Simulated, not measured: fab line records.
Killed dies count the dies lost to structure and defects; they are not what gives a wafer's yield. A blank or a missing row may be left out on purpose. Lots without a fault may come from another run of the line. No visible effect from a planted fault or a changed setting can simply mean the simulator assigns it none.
fab line records -- flow nand-harc
record: lots: 5, wafers: 15, last-day: 33
route steps=1302 shown P_CONTACT@249 P_M0@253
lots untouched by any fault: they come from a run of this same line in which no faults occurred
start-h: the number of hours between the record's first day and the start of the first shown wafer of the lot -- wait-h: hours from the lot's prior step to this one -- " the same as in the row above -- L1.1+2: several wafers, shown together as one row -- - no value present, or no start provided -- * or withheld: withheld -- < > ~ a bound
route shown NAME@n: NAME is a module with steps in the file, n the number in the route of the first one -- usual: mean and standard deviation over wafers with no fault -- same: alike in all rows -- chamber/n: place in a boat -- sites: the reading at each site -- _std_site: standard deviation across them -- _edge_site: inner sites' mean taken away from outer sites' mean -- radius-mm: how far each site lies from the wafer's centre -- mask NAME#n: copy n -- behind: the last tool/chamber to shape the wafer -- hold: cause of the lot's hold/its duration in hours/its outcome -- device: the transistor (n, p or np) that didn't switch -- end of line: tests run on the same wafers once the route is complete -- step lacking rows: just its recipe -- killed: count of dies lost to structure and defects at first sort (not the wafer's yield) -- map: shows each die of a wafer: x if killed, . if not, _ if none is there
set.NAME: the setting as run; set.NAME@STEP: as run at that earlier step -- model.NAME: the simulator's own value behind a step, which no gauge read
lots at selected steps of the route; one table per step, one row per wafer
services: when a tool's chamber went out of use (start-h, in hours from the record's first day, below 0 if earlier), for how many hours, and the reason
== steps ==
step: NHARC_P_CONTACT_CMP_24
recipe: t-overpolish-s: 30, target-thk-nm: 200
usual: motor-current-A: 12.1/1.2, overpolish-run-s: 30.002/0.0095, time-to-endpoint-s: 41.3/2.7
lot.wafer,tool,chamber,start-h,wait-h,motor-current-A,overpolish-run-s,time-to-endpoint-s
L806.4,cmp-01,2,126.50,0.3,11.8,30.016,43.2
L806.3,cmp-01,1,126.50,0.3,12.5,30.020,40.3
L806.5,cmp-01,2,126.50,0.3,11.9,30.011,41.4
L810.1,cmp-01,1,162.36,0.5,12.5,30.002,44.4
L810.4,cmp-01,3,162.36,0.5,10.8,30.006,43.6
L810.5,cmp-01,0,162.36,0.5,13.0,30.007,41.4
L822.4,cmp-02,0,281.22,0.4,13.8,29.998,42.6
L822.1,cmp-02,2,281.22,0.4,13.2,30.008,41.6
L822.5,cmp-02,0,281.22,0.4,13.6,30.000,41.5
L823.4,cmp-01,0,290.93,0.4,13.1,29.978,40.4
L823.1,cmp-01,2,290.93,0.4,12.3,29.997,45.9
L823.5,cmp-01,0,290.93,0.4,13.7,30.002,44.1
L828.2,cmp-02,2,334.84,0.6,12.9,30.004,41.6
L828.5,cmp-02,0,334.84,0.6,13.1,30.004,41.8
L828.6,cmp-02,1,334.84,0.6,12.8,30.005,39.7
step: NHARC_P_CONTACT_SRD_26
step: NHARC_P_CONTACT_INSPECT_27
usual: raw-defect-count: 292/110
lot.wafer,tool,chamber,start-h,wait-h,raw-defect-count
L806.3,defect-inspect-02,-,126.91,0.1,162
L806.4,defect-inspect-02,-,126.91,0.1,294
L806.5,defect-inspect-02,-,126.91,0.1,203
L810.1,defect-inspect-02,-,162.74,0.1,196
L810.4,defect-inspect-02,-,162.74,0.1,414
L810.5,defect-inspect-02,-,162.74,0.1,379
L822.1,defect-inspect-02,-,281.63,0.1,546
L822.4,defect-inspect-02,-,281.63,0.1,407
L822.5,defect-inspect-02,-,281.63,0.1,302
L823.1,defect-inspect-01,-,291.30,0.1,112
L823.4,defect-inspect-01,-,291.30,0.1,238
L823.5,defect-inspect-01,-,291.30,0.1,150
L828.2,defect-inspect-02,-,335.19,0.1,220
L828.5,defect-inspect-02,-,335.19,0.1,155
L828.6,defect-inspect-02,-,335.19,0.1,319
step: NHARC_P_M0_DEP_00
recipe: target-thk-a: 1500, target-thk-nm: 150, temp-c: withheld, pressure-torr: 5, flow-sccm: 200, rf-w: 600, material: SiOC
step: NHARC_P_M0_DEHYDRATE_01
recipe: temp-c: 150, time-s: 120
step: NHARC_P_M0_HMDS_02
recipe: time-s: 30
step: NHARC_P_M0_COAT_33
recipe: temp-c: 200, time-s: 65
step: NHARC_P_M0_COAT_03
recipe: spin-rpm: 1500, resist-thk-nm: 90
step: NHARC_P_M0_SOFTBAKE_04
recipe: temp-c: 105, time-s: 55
step: NHARC_P_M0_EBR_05
step: NHARC_P_M0_EXPOSE_06
recipe: na: 1.35, target-cd-nm: 90, dose-mj: 81.28, mask-id: P_M0
step: NHARC_P_M0_PEB_07
recipe: peb-temp-c: 100, peb-time-s: 65
usual: heater-power-total-W: 156.6/0.44, resist-line-temp-C: 22.99/0.12
lot.wafer,tool,chamber,start-h,wait-h,heater-power-total-W,resist-line-temp-C
L806.3,litho-track-01,0,127.73,0.0,155.9,22.98
L806.4,litho-track-01,0,127.73,0.0,156.4,23.12
L806.5,litho-track-01,0,127.73,0.0,156.8,23.03
L810.1,litho-track-04,0,163.56,0.1,173.9,23.11
L810.4,litho-track-04,0,163.56,0.1,156.7,22.90
L810.5,litho-track-04,0,163.56,0.1,156.9,23.06
L822.1,litho-track-04,0,282.32,0.1,156.8,23.04
L822.4,litho-track-04,0,282.32,0.1,156.2,23.12
L822.5,litho-track-04,0,282.32,0.1,156.0,23.20
L823.1,litho-track-04,0,292.12,0.1,156.1,23.02
L823.4,litho-track-04,0,292.12,0.1,156.8,23.15
L823.5,litho-track-04,0,292.12,0.1,157.2,23.06
L828.2,litho-track-06,0,336.01,0.1,157.2,22.96
L828.5,litho-track-06,0,336.01,0.1,157.1,22.83
L828.6,litho-track-06,0,336.01,0.1,157.0,22.91
step: NHARC_P_M0_DEVELOP_08
recipe: develop-time-s: 35, dev-temp-c: 23
step: NHARC_P_M0_CD_MEAS_09
recipe: target-cd-nm: 90, landing-energy-ev: 500
usual: cd-nm: 90.1/0.77
lot.wafer,tool,chamber,start-h,wait-h,cd-nm
L806.3,cd-sem-01,0,127.81,-,88.3
L806.4,cd-sem-01,0,127.81,-,89.0
L806.5,cd-sem-01,0,127.81,-,89.2
L810.1,cd-sem-01,0,163.64,-,84.5
L810.4,cd-sem-01,0,163.64,-,90.6
L810.5,cd-sem-01,0,163.64,-,89.7
L822.1,cd-sem-01,0,282.40,-,89.8
L822.4,cd-sem-01,0,282.40,-,89.6
L822.5,cd-sem-01,0,282.40,-,89.7
L823.1,cd-sem-02,0,292.20,-,90.7
L823.4,cd-sem-02,0,292.20,-,89.9
L823.5,cd-sem-02,0,292.20,-,90.4
L828.2,cd-sem-02,0,336.09,-,89.2
L828.5,cd-sem-02,0,336.09,-,88.9
L828.6,cd-sem-02,0,336.09,-,89.0
step: NHARC_P_M0_OVL_MEAS_10
recipe: pitch-nm: 180
usual: overlay-x-nm: 0.1/0.73, overlay-y-nm: 0.0/0.79
lot.wafer,tool,chamber,start-h,wait-h,overlay-x-nm,overlay-y-nm
L806.3,overlay-01,-,127.89,-,0.0,1.5
L806.4,overlay-01,-,127.89,-,-0.3,1.7
L806.5,overlay-01,-,127.89,-,-0.1,1.8
L810.1,overlay-02,-,163.73,-,0.2,0.0
L810.4,overlay-02,-,163.73,-,0.1,-0.7
L810.5,overlay-02,-,163.73,-,-0.3,-0.8
L822.1,overlay-02,-,282.49,-,0.4,-0.8
L822.4,overlay-02,-,282.49,-,0.1,-1.4
L822.5,overlay-02,-,282.49,-,-0.1,-1.4
L823.1,overlay-01,-,292.29,-,-0.2,-0.4
L823.4,overlay-01,-,292.29,-,0.3,0.1
L823.5,overlay-01,-,292.29,-,-0.2,-0.1
L828.2,overlay-02,-,336.18,-,-0.1,-0.2
L828.5,overlay-02,-,336.18,-,-0.5,0.6
L828.6,overlay-02,-,336.18,-,-0.1,-0.2
step: NHARC_P_M0_INSPECT_11
usual: raw-defect-count: 4.2/2.3
lot.wafer,tool,chamber,start-h,wait-h,raw-defect-count
L806.3,defect-inspect-02,-,127.93,0.0,6
L806.4,defect-inspect-02,-,127.93,0.0,3
L806.5,defect-inspect-02,-,127.93,0.0,2
L810.1,defect-inspect-01,-,163.77,0.0,7
L810.4,defect-inspect-01,-,163.77,0.0,6
L810.5,defect-inspect-01,-,163.77,0.0,4
L822.1,defect-inspect-02,-,282.53,0.0,8
L822.4,defect-inspect-02,-,282.53,0.0,3
L822.5,defect-inspect-02,-,282.53,0.0,2
L823.1,defect-inspect-02,-,292.33,0.0,6
L823.4,defect-inspect-02,-,292.33,0.0,4
L823.5,defect-inspect-02,-,292.33,0.0,6
L828.2,defect-inspect-02,-,336.21,0.0,6
L828.5,defect-inspect-02,-,336.21,0.0,6
L828.6,defect-inspect-02,-,336.21,0.0,5
step: NHARC_P_M0_DESCUM_14
recipe: time-s: 3, o2-flow-sccm: 200, ar-flow-sccm: 0, bias-power-w: 0, chemistry: O2
usual: drypump-motor-current-A: 5.7/0.46, oes-product-au: 1.002/0.012, rf-vpp-V: 57.8/0.82, showerhead-plenum-p-Torr: 1.89/0.078, throttle-valve-pct: 11.309/0.0081
lot.wafer,tool,chamber,start-h,wait-h,drypump-motor-current-A,oes-product-au,rf-hours-counter-h,rf-vpp-V,showerhead-plenum-p-Torr,throttle-valve-pct,model.P_M0.cd-nm
L806.3,rie-diel-04,2,127.99,0.1,5.7,1.006,24,58.2,1.91,11.300,88.49
L806.4,rie-diel-04,1,127.99,0.1,5.2,1.010,25,58.2,1.82,11.309,87.44
L806.5,rie-diel-04,2,127.99,0.1,5.7,1.003,-,59.3,1.91,11.299,89.35
L810.1,rie-diel-11,0,163.84,0.1,6.0,0.992,25,57.7,2.07,11.299,84.17
L810.5,rie-diel-11,0,163.84,0.1,6.0,0.997,-,58.6,2.07,11.301,89.58
L810.4,rie-diel-11,1,163.84,0.1,6.3,0.991,-,56.4,1.92,11.306,90.98
L822.1,rie-diel-04,2,282.60,0.1,5.7,1.003,18,57.8,1.90,11.308,90.06
L822.4,rie-diel-04,3,282.60,0.1,5.7,1.004,22,58.3,1.91,11.310,89.88
L822.5,rie-diel-04,3,282.60,0.1,5.7,0.993,-,57.6,1.91,11.304,90.31
L823.4,rie-diel-04,2,292.40,0.1,5.7,1.003,19,56.9,1.90,11.316,90.82
L823.1,rie-diel-04,0,292.40,0.1,5.5,1.030,22,56.7,1.87,11.312,91.22
L823.5,rie-diel-04,1,292.40,0.1,5.2,1.001,-,57.2,1.82,11.305,90.09
L828.2,rie-diel-04,0,336.84,0.6,5.5,1.028,28,56.8,1.87,11.310,89.18
L828.5,rie-diel-04,2,336.84,0.6,5.7,0.994,-,58.4,1.90,11.299,88.94
L828.6,rie-diel-04,3,336.84,0.6,5.8,1.000,-,57.5,1.91,11.310,89.59
step: NHARC_P_M0_ETCH_34
recipe: target-depth-a: 400, overetch-a: 120, time-s: 43.94, ion-energy-ev: 200, n2-flow-sccm: 150, h2-flow-sccm: 150, ar-flow-sccm: 0, rf-w: 400, bias-w: 150, chemistry: N2/H2
usual: drypump-motor-current-A: 5.7/0.47, oes-product-au: 1.003/0.0099, rf-fwd-power-W: 394.7/2.1, rf-vpp-V: 430.1/2.6, showerhead-plenum-p-Torr: 2.02/0.088, throttle-valve-pct: 14.170/0.0092
lot.wafer,tool,chamber,start-h,wait-h,drypump-motor-current-A,oes-product-au,rf-fwd-power-W,rf-hours-counter-h,rf-vpp-V,showerhead-plenum-p-Torr,throttle-valve-pct
L806.4,rie-diel-04,0,128.08,0.1,5.5,1.003,396.0,24,428.6,2.01,14.161
L806.3,rie-diel-04,1,128.08,0.1,5.2,1.011,392.9,25,427.5,1.94,14.170
L806.5,rie-diel-04,3,128.08,0.1,5.7,0.999,398.6,-,430.6,2.05,14.172
L810.1,rie-diel-11,0,163.93,0.1,6.0,1.008,396.4,25,435.6,2.21,14.187
L810.4,rie-diel-11,1,163.93,0.1,6.3,1.004,396.9,-,431.8,2.04,14.181
L810.5,rie-diel-11,2,163.93,0.1,5.3,1.013,394.4,-,429.2,1.99,14.166
L822.1,rie-diel-04,1,282.68,0.1,5.2,0.987,394.0,18,427.0,1.93,14.169
L822.4,rie-diel-04,0,282.68,0.1,5.5,1.013,394.2,21,428.7,2.00,14.180
L822.5,rie-diel-04,2,282.68,0.1,5.7,1.000,390.8,-,430.6,2.03,14.178
L823.4,rie-diel-04,1,292.48,0.1,5.2,0.992,392.1,19,428.2,1.93,14.173
L823.1,rie-diel-04,2,292.48,0.1,5.7,1.000,391.0,19,429.9,2.03,14.168
L823.5,rie-diel-04,0,292.48,0.1,5.5,1.027,394.5,-,429.7,2.00,14.157
L828.2,rie-diel-04,1,336.92,0.1,5.2,0.984,392.9,26,427.2,1.93,14.151
L828.6,rie-diel-04,2,336.92,0.1,5.7,0.994,390.3,-,430.2,2.03,14.166
L828.5,rie-diel-04,3,336.92,0.1,5.7,1.009,395.7,-,430.9,2.03,14.160
step: NHARC_P_M0_ETCH_15
recipe: target-depth-a: 1500, overetch-a: 150, time-s: 82.5, c4f8-flow-sccm: withheld, ar-flow-sccm: 400, rf-w: 600, bias-w: 300, chemistry: C4F8/Ar
usual: oes-product-au: 0.963/0.021, rf-fwd-power-W: 595.0/2.4, rf-vpp-V: 440.2/2.6
lot.wafer,tool,chamber,start-h,wait-h,oes-product-au,rf-fwd-power-W,rf-hours-counter-h,rf-vpp-V,model.P_M0.cd-nm
L806.3,rie-diel-04,0,-,-,0.997,594.4,24,438.6,88.55
L806.4,rie-diel-04,2,-,-,0.971,591.0,24,440.2,87.65
L806.5,rie-diel-04,1,-,-,0.992,597.2,-,437.3,89.23
L810.1,rie-diel-11,1,-,-,0.951,589.1,27,441.0,84.66
L810.5,rie-diel-11,1,-,-,0.957,591.7,-,440.3,89.27
L810.4,rie-diel-11,2,-,-,0.955,594.7,-,440.3,90.8
L822.1,rie-diel-04,2,-,-,0.949,594.0,18,441.0,89.65
L822.4,rie-diel-04,0,-,-,0.973,597.3,21,440.1,89.56
L822.5,rie-diel-04,2,-,-,0.956,589.3,-,443.2,90.3
L823.1,rie-diel-04,2,-,-,0.961,590.7,19,439.9,91.07
L823.4,rie-diel-04,1,-,-,0.954,594.4,19,438.6,90.5
L823.5,rie-diel-04,3,-,-,0.982,598.0,-,440.9,89.86
L828.2,rie-diel-04,0,-,-,0.997,594.1,28,439.1,89.15
L828.5,rie-diel-04,2,-,-,0.968,592.7,-,440.4,89.07
L828.6,rie-diel-04,3,-,-,0.965,596.4,-,441.3,89.22
step: NHARC_P_M0_CD_MEAS_16
usual: cd-nm: 90.2/0.97
lot.wafer,tool,chamber,start-h,wait-h,cd-nm
L806.3,cd-sem-03,-,128.30,-,88.7
L806.4,cd-sem-03,-,128.30,-,87.6
L806.5,cd-sem-03,-,128.30,-,89.5
L810.1,cd-sem-01,-,164.24,-,84.5
L810.4,cd-sem-01,-,164.24,-,90.8
L810.5,cd-sem-01,-,164.24,-,89.2
L822.1,cd-sem-02,-,282.90,-,89.8
L822.4,cd-sem-02,-,282.90,-,89.7
L822.5,cd-sem-02,-,282.90,-,90.2
L823.1,cd-sem-01,-,292.69,-,91.1
L823.4,cd-sem-01,-,292.69,-,90.4
L823.5,cd-sem-01,-,292.69,-,89.6
L828.2,cd-sem-03,-,337.12,-,89.2
L828.5,cd-sem-03,-,337.12,-,89.0
L828.6,cd-sem-03,-,337.12,-,89.0
step: NHARC_P_M0_STRIP_18
recipe: power-w: 1000, n2-flow-sccm: 150, h2-flow-sccm: 150, ar-flow-sccm: 0, bias-w: 0, chemistry: N2/H2
usual: drypump-motor-current-A: 5.7/0.44, oes-product-au: 1.004/0.012, rf-fwd-power-W: 997/3.1, rf-vpp-V: 90.5/0.97, showerhead-plenum-p-Torr: 2.02/0.086, throttle-valve-pct: 14.171/0.0085
lot.wafer,tool,chamber,start-h,wait-h,drypump-motor-current-A,oes-product-au,rf-fwd-power-W,rf-hours-counter-h,rf-vpp-V,showerhead-plenum-p-Torr,throttle-valve-pct
L806.4,rie-diel-04,0,128.37,0.1,5.5,1.017,995,24,89.4,2.01,14.163
L806.3,rie-diel-04,2,128.37,0.1,5.7,1.011,997,24,92.6,2.04,14.172
L806.5,rie-diel-04,0,128.37,0.1,5.5,1.027,999,-,90.6,2.01,14.172
L810.4,rie-diel-13,1,164.32,0.1,4.8,0.993,995,56,89.3,2.01,14.151
L810.1,rie-diel-13,2,164.32,0.1,5.6,0.993,993,55,89.5,1.99,14.189
L810.5,rie-diel-13,2,164.32,0.1,5.6,1.003,995,-,90.7,1.99,14.178
L822.1,rie-diel-13,3,282.97,0.1,5.2,0.998,992,40,91.0,1.88,14.183
L822.4,rie-diel-13,2,282.97,0.1,5.6,0.977,993,47,90.5,1.97,14.179
L822.5,rie-diel-13,3,282.97,0.1,5.2,0.993,993,-,89.7,1.88,14.177
L823.4,rie-diel-04,0,292.76,0.1,5.5,1.021,999,22,89.0,2.00,14.169
L823.1,rie-diel-04,3,292.76,0.1,5.7,1.001,1001,23,90.0,2.04,14.173
L823.5,rie-diel-04,1,292.76,0.1,5.2,1.004,999,-,89.2,1.93,14.160
L828.2,rie-diel-04,1,337.27,0.1,5.2,0.981,1001,26,90.2,1.93,14.177
L828.6,rie-diel-04,2,337.27,0.1,5.7,1.001,999,-,90.3,2.03,14.158
L828.5,rie-diel-04,3,337.27,0.1,5.7,1.001,998,-,90.5,2.03,14.154
== services ==
tool,chamber,start-h,hours,kind
rie-diel-11,1,103.05,3.1,repair
cmp-02,-,134.65,4.0,pm
rie-diel-11,0,143.70,8.3,repair
cmp-01,-,151.49,0.5,repair
rie-diel-11,3,159.50,6.7,repair
rie-diel-04,1,160.64,27.4,repair
rie-diel-13,-,165.23,9.0,pm
rie-diel-04,-,177.92,9.0,pm
cmp-01,-,188.32,4.0,pm
litho-track-04,-,203.00,7.0,pm
cmp-01,-,206.10,2.3,repair
rie-diel-04,2,222.96,7.9,repair
cmp-02,-,232.65,4.0,pm
rie-diel-13,-,251.21,0.7,repair
cmp-02,-,251.29,1.1,repair
rie-diel-11,-,255.59,9.0,pm
rie-diel-11,3,270.66,5.1,repair
cmp-01,-,273.47,0.3,repair
cmp-01,-,286.32,4.0,pm
cmp-01,-,296.61,0.9,repair
rie-diel-04,-,311.62,0.4,repair
rie-diel-04,2,319.12,6.4,repair
cmp-01,-,331.64,0.9,repair
rie-diel-11,0,335.93,9.7,repair
== key ==
first-sign: step: NHARC_P_M0_PEB_07, reading: heater-power-total-W, direction: up, sigmas: 40, usual: *, struck: *
effect: step: NHARC_P_M0_CD_MEAS_09, reading: cd-nm, direction: down, sigmas: 7.4, usual: 90.1, struck: 84.5
effect: step: NHARC_P_M0_CD_MEAS_16, reading: cd-nm, direction: down, sigmas: 5.9, usual: 90.2, struck: 84.5
model-effect: step: NHARC_P_M0_DESCUM_14, value: P_M0.cd-nm, without: 90.99, struck: 84.17
model-effect: step: NHARC_P_M0_ETCH_15, value: P_M0.cd-nm, without: 91.47, struck: 84.66
met-at NHARC_P_M0_PEB_07
struck-wafers L810.1
fault: kind: process-parameter-drift, tool: litho-track-04, chamber: -, onset-h: 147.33, steps: NHARC_P_M0_PEB_07, channel: peb-time-s, offset: *, shape: step, end-h: 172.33, scope: struck-wafers-only, acts-in: *, stated: *
